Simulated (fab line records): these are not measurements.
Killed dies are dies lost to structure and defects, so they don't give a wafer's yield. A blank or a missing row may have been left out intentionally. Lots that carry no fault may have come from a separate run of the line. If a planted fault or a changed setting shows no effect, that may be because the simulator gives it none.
Split-lot experiment -- flow n5 finfet -- on a route of 1938 steps: 7 lots, 21 wafers read

THE SPLIT
At N5_BEOL_M3_PECVD_72 (deposits SiO2 from TEOS/O2, target thk 16 nm, time 18 s), the setting temp c was moved away from the recipe's 400 C on 6 of the 21 wafers read, by -4.4% to +2.9%. This setting was run at the recipe's value on the other wafers.

FROM THE SPLIT TO THE READING: what the file shows between them, 4 steps
- N5_BEOL_M3_COAT_61: time 60 s, resist thk 60 nm (also split here: time s)
- N5_BEOL_M3_COAT_62: time 60 s, resist thk 12 nm
- N5_BEOL_M3_COAT_73: time 60 s, resist thk 5 nm
- N5_BEOL_M3_STRIP_97: strips in N2/H2, time 10 s

THE READING
SiO2_of_BEOL_M3_PECVD_72.thk nm (the simulator's own value, which no gauge read), in nm, at N5_BEOL_M3_HM_STRIP_39 (strips TiN in peroxide tin strip, target depth 25 nm, time 158 s). The file does not state a usual value for it. Across the 15 wafers here that went through the recipe, the average is 15.7 nm and the standard deviation 0.32 nm.

wafer,"tool, chamber at the split","temp c as run, C",against the recipe,"SiO2_of_BEOL_M3_PECVD_72.thk nm, nm",against lot-mates on the recipe
L081.1,"pecvd-04, 2",400,recipe,15.6,-
L081.5,"pecvd-04, 0",406.4,+1.6%,15,-0.6
L081.6,"pecvd-04, 1",406.4,+1.6%,14.8,-0.8
L077.3,"pecvd-03, 1",400,recipe,15.8,-
L077.5,"pecvd-03, 2",400,recipe,16.2,-
L077.6,"pecvd-03, 0",400,recipe,16.2,-
L079.1,"pecvd-02, 0",400,recipe,15.8,-
L079.3,"pecvd-02, 2",400,recipe,15.2,-
L079.4,"pecvd-02, 1",400,recipe,15.6,-
L080.2,"pecvd-02, 2",400,recipe,15.4,-
L080.5,"pecvd-02, 0",400,recipe,16.2,-
L080.6,"pecvd-02, 2",411.7,+2.9%,14.4,-1.4
L085.1,"pecvd-02, 0",382.3,-4.4%,17.4,+2.2
L085.5,"pecvd-02, 2",382.3,-4.4%,17.4,+2.2
L085.2,"pecvd-02, 2",400,recipe,15.2,-
L086.1,"pecvd-04, 2",383.5,-4.1%,17.2,+1.3
L086.5,"pecvd-04, 0,2",400,recipe,15.8,-
L086.6,"pecvd-04, 0,2",400,recipe,16,-
L088.1,"pecvd-02, 2,1",400,recipe,15.4,-
L088.2,"pecvd-02, 2,1",400,recipe,15.6,-
L088.5,"pecvd-02, 1",400,recipe,15.8,-
Rows listing several chambers each stand for several wafers; the file does not say which wafer went through which chamber.

THE FIT
A straight line over all 21 wafers: SiO2_of_BEOL_M3_PECVD_72.thk nm changes by -0.397 nm for each +1% of temp c; r = -0.93; the points scatter about the line by 0.3 nm.
The same after taking each lot's own level away (the mean of its wafers on the recipe; 21 wafers): -0.447 nm for each +1%; r = -0.96; scatter 0.24 nm.
That fit puts the effect of the largest move of temp c on the reading at 2 nm.
The lots' own levels span 15.20 to 16.07 nm, that is 2.7 times the standard deviation above.
So the slope is not independent of the lot-to-lot level: the two fits are not the same.
Check: +1.87 nm against its lot-mates is what the line predicts for one of the wafers moved furthest among these (-4.4%) when that wafer is left out of the fit. Against them it came out at +2.2 nm.

OTHER SPLITS ON THESE WAFERS
Other splits were also applied to these wafers ahead of the reading. Each is held against what the fit with the lots' levels taken away leaves over:
other split on the same wafers,wafers away from the commonest value,r with SiO2_of_BEOL_M3_PECVD_72.thk nm (lot level and that fit taken away)
N5_BEOL_M2_EXPOSE_25 dose mj,6,-0.36
N5_BEOL_M3_COAT_61 time s,6,+0.23

THE WHOLE CHAIN: every reading that the file lists as answering this split, in the file's order
step,what it does,reading,change (the file's fit),r (the file's)
N5_BEOL_M3_PECVD_72,"deposits SiO2 from TEOS/O2, target thk 16 nm, time 18 s","SiO2_of_BEOL_M3_PECVD_72.thk nm (the simulator's own value, which no gauge read)",-0.402 nm for each +1% of the setting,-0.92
N5_BEOL_M3_HM_STRIP_39,"strips TiN in peroxide tin strip, target depth 25 nm, time 158 s","SiO2_of_BEOL_M3_PECVD_72.thk nm (the simulator's own value, which no gauge read)",-0.426 nm for each +1% of the setting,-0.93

FILE'S OWN FIT
SiO2_of_BEOL_M3_PECVD_72.thk nm changes by -0.426 nm for each +1% of temp c, r = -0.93.
